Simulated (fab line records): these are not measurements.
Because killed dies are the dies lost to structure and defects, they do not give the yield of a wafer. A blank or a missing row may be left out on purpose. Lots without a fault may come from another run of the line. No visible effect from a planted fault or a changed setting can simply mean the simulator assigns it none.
Split-lot experiment -- flow n5_finfet -- 21 wafers read across 7 lots, on a route 1938 steps long

== THE SPLIT ==
At N5_SD_EPI_N_ETCH_16 (etches SiO2 in CHF3/O2, target depth 5 nm), the setting target_depth_a was moved away from the recipe's 50 angstrom on 6 of the 21 wafers read, by -9.9% to +10.2%. All remaining wafers had this setting at the recipe value.

The reading is taken at the split's own step.

== THE READING ==
etch.depth_nm (the simulator's own value, which no gauge read), in nm, at N5_SD_EPI_N_ETCH_16 (etches SiO2 in CHF3/O2, target depth 5 nm). The file gives no usual value for it. Across the 15 wafers here that went through the recipe, the average is 5.003 nm and the standard deviation 0.089 nm.

wafer,"tool, chamber at the split","target_depth_a as run, angstrom",against the recipe,"etch.depth_nm, nm",against lot-mates on the recipe
L075.1,"rie_diel-04, 0",50,recipe,4.905,-
L075.2,"rie_diel-04, 3",50,recipe,5.164,-
L075.3,"rie_diel-04, 1",50,recipe,5.022,-
L076.2,"rie_diel-05, 1",50,recipe,5.015,-
L076.4,"rie_diel-05, 3",50,recipe,4.93,-
L076.6,"rie_diel-05, 2",45.03,-9.9%,4.461,-0.511
L081.2,"rie_diel-05, 0",50,recipe,4.947,-
L081.3,"rie_diel-05, 2",50,recipe,4.952,-
L081.6,"rie_diel-05, 1",50,recipe,4.975,-
L086.1,"rie_diel-05, 2",50,recipe,4.895,-
L086.3,"rie_diel-05, 3",55.12,+10.2%,5.527,+0.572
L086.5,"rie_diel-05, 1",50,recipe,5.016,-
L087.3,"rie_diel-04, 1",54.04,+8.1%,5.478,+0.353
L087.4,"rie_diel-04, 1",54.04,+8.1%,5.482,+0.357
L087.5,"rie_diel-04, 3",50,recipe,5.125,-
L091.2,"rie_diel-04, 1",50,recipe,4.975,-
L091.3,"rie_diel-04, 3",50,recipe,5.124,-
L091.4,"rie_diel-04, 2",50,recipe,5.121,-
L092.1,"rie_diel-05, 3",47.38,-5.2%,4.748,-0.133
L092.4,"rie_diel-05, 1",47.38,-5.2%,4.724,-0.157
L092.6,"rie_diel-05, 0",50,recipe,4.881,-

FIT RESULTS
A straight line over all 21 wafers: etch.depth_nm changes by +0.0546 nm for each +1% of target_depth_a; r = +0.95; the points scatter about the line by 0.081 nm.
The same after taking each lot's own level away (the mean of its wafers on the recipe; 21 wafers): +0.0466 nm for each +1%; r = +0.95; scatter 0.069 nm.
According to that fit, moving target_depth_a by its largest amount changes the reading by 0.48 nm.
The span of the lots' own levels, 4.8810 to 5.1250 nm, comes to 2.7 times the standard deviation stated above.
In other words, the slope is changed by the lot-to-lot level; the two fits disagree.
Check: for one of the wafers moved furthest among these (+10.2%), held out of the fit, the line's prediction against its lot-mates is +0.45 nm. Against them it came out at +0.572 nm.

== OTHER SPLITS ON THESE WAFERS ==
Before the reading, these wafers also passed through other splits. Each is held against what the fit with the lots' levels taken away leaves over:
other split on the same wafers,wafers away from the commonest value,r with etch.depth_nm (lot level and that fit taken away)
N5_ZERO_LAYER_EXPOSE_08 dose_mj,4,-0.16
N5_ZERO_LAYER_DEVELOP_10 develop_time_s,10,+0.08
N5_WELL_APT_EXPOSE_22 dose_mj,9,+0.01
N5_WELL_APT_PEB_23 peb_time_s,11,-0.17
N5_FIN_SAQP_HM_DEP_72 time_s,8,-0.15
N5_FIN_SAQP_DESCUM_21 time_s,4,-0.06
N5_FIN_CUT_EXPOSE_05 dose_mj,4,-0.15
N5_DUMMY_GATE_ETCH_31 target_depth_a,3,+0.41
N5_DUMMY_GATE_ETCH_32 time_s,8,-0.21

== THE FILE'S OWN FIT ==
etch.depth_nm changes by +0.0492 nm for each +1% of target_depth_a, r = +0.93.
